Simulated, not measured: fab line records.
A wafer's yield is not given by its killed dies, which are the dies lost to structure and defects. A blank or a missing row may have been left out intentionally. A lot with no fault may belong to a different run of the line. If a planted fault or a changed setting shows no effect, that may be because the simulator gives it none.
Split-lot study	flow n5Finfet	on a route of 1938 steps: 7 lots, 39 wafers read

THE SPLIT
At N5_BEOL_M0_SAQP_ETCH_106 (etches SOC in N2/H2, stops on SiNx, target depth 150 nm), the setting targetDepthA was moved away from the recipe's 1500 angstrom on 15 of the 39 wafers read, by -47.2% to +42.9%. The other wafers ran this setting at the recipe's value.

Split to reading: the file shows no intervening step.

THE READING
SOC_of_BEOL_M0_SAQP_COAT_105.thkNm (the simulator's own value, which no gauge read), in nm, at N5_BEOL_M0_SAQP_ETCH_107 (etches SiNx in CH3F/O2, target depth 30 nm). The file does not state a usual value for it. Average 12.6 nm, standard deviation 1.6 nm, over the 24 wafers here run with the recipe.

wafer	tool, chamber at the split	targetDepthA as run, angstrom	against the recipe	SOC_of_BEOL_M0_SAQP_COAT_105.thkNm, nm	against lot-mates on the recipe
L078.1	rieDiel-01, 0,1,3	2144	+42.9%	0	-13.5
L078.2	rieDiel-01, 0,1,3	2144	+42.9%	0	-13.5
L078.3	rieDiel-01, 0,1,3	2144	+42.9%	0	-13.5
L078.4	rieDiel-01, 2	1500	recipe	13.2	-
L078.5	rieDiel-01, 0	1500	recipe	14.6	-
L078.6	rieDiel-01, 3	1500	recipe	12.8	-
L079.1	rieDiel-05, 0	1001	-33.3%	37.2	+25.2
L079.2	rieDiel-05, 1	1001	-33.3%	38	+26.0
L079.5	rieDiel-05, 1	1001	-33.3%	38	+26.0
L079.3	rieDiel-05, 3,2	1500	recipe	13.2	-
L079.4	rieDiel-05, 3,2	1500	recipe	13	-
L079.6	rieDiel-05, 0	1500	recipe	9.8	-
L082.1	rieDiel-01, 3	1500	recipe	13.2	-
L082.2	rieDiel-01, 1	792.4	-47.2%	50.4	+37.7
L082.3	rieDiel-01, 0	792.4	-47.2%	50.4	+37.7
L082.4	rieDiel-01, 2	792.4	-47.2%	49.2	+36.5
L082.5	rieDiel-01, 3	1500	recipe	12.2	-
L082.6	rieDiel-01, 2	1500	recipe	12.8	-
L083.1	rieDiel-02, 1	1500	recipe	10.6	-
L083.2	rieDiel-02, 2	1500	recipe	8.6	-
L083.3	rieDiel-02, 0,3	1500	recipe	12.6	-
L083.4	rieDiel-02, 0,3	1500	recipe	12.6	-
L083.5	rieDiel-02, 2	1500	recipe	8.8	-
L083.6	rieDiel-02, 3	1500	recipe	12	-
L086.1	rieDiel-05, 1	1500	recipe	14	-
L086.5	rieDiel-05, 2	1500	recipe	14	-
L086.2	rieDiel-05, 2	810.5	-46.0%	48.4	+34.5
L086.3	rieDiel-05, 0	810.5	-46.0%	47.2	+33.3
L086.4	rieDiel-05, 3	1500	recipe	13.6	-
L086.6	rieDiel-05, 3	810.5	-46.0%	48.6	+34.7
L090.1	rieDiel-02, 3	1500	recipe	13.2	-
L090.2	rieDiel-02, 2	1076	-28.3%	32	+19.3
L090.3	rieDiel-02, 1	1076	-28.3%	33.8	+21.1
L090.4	rieDiel-02, 0	1500	recipe	12.8	-
L090.5	rieDiel-02, 2	1076	-28.3%	31.6	+18.9
L090.6	rieDiel-02, 1	1500	recipe	12	-
L094.2	rieDiel-05, 1,3	1500	recipe	14.2	-
L094.5	rieDiel-05, 1,3	1500	recipe	14.2	-
L094.4	rieDiel-05, 3	1500	recipe	14.6	-
Where a row lists several chambers, the file gives one row for several wafers and doesn't say which wafer went through which chamber.

THE FIT
A straight line over all 39 wafers: SOC_of_BEOL_M0_SAQP_COAT_105.thkNm changes by -0.621 nm for each +1% of targetDepthA; r = -0.96; the points scatter about the line by 4.6 nm.
The same after taking each lot's own level away (the mean of its wafers on the recipe; 39 wafers): -0.623 nm for each +1%; r = -0.96; scatter 4.2 nm.
Per that fit: largest targetDepthA move, reading shift of 29 nm.
Across the lots, their own levels run from 10.87 to 14.33 nm, a range of 2.1 times the standard deviation given above.
Hence the lot-to-lot level has little effect on the slope; both slopes agree.
Check: +31.4 nm against its lot-mates is what the line predicts for one of the wafers moved furthest among these (-47.2%) when that wafer is left out of the fit. Against them it came out at +37.7 nm.

ADDITIONAL SPLITS CARRIED BY THESE WAFERS
Before the reading, these wafers also passed through other splits. Each is held against what the fit with the lots' levels taken away leaves over:
other split on the same wafers	wafers away from the commonest value	r with SOC_of_BEOL_M0_SAQP_COAT_105.thkNm (lot level and that fit taken away)
N5_FIN_SAQP_PECVD_06 timeS	6	+0.25
N5_MOL_CONTACT_COAG_SPUTTER_143 targetThkA	15	+0.37

THE WHOLE CHAIN: every reading that the file lists as answering this split, in the file's order
step	what it does	reading	change (the file's fit)	r (the file's)
N5_BEOL_M0_SAQP_ETCH_106	etches SOC in N2/H2, stops on SiNx, target depth 150 nm	SOC_of_BEOL_M0_SAQP_COAT_105.thkNm (the simulator's own value, which no gauge read)	-0.717 nm for each +1% of the setting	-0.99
N5_BEOL_M0_SAQP_ETCH_107	etches SiNx in CH3F/O2, target depth 30 nm	SOC_of_BEOL_M0_SAQP_COAT_105.thkNm (the simulator's own value, which no gauge read)	-0.659 nm for each +1% of the setting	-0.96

FILE'S OWN FIT
SOC_of_BEOL_M0_SAQP_COAT_105.thkNm changes by -0.659 nm for each +1% of targetDepthA, r = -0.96.
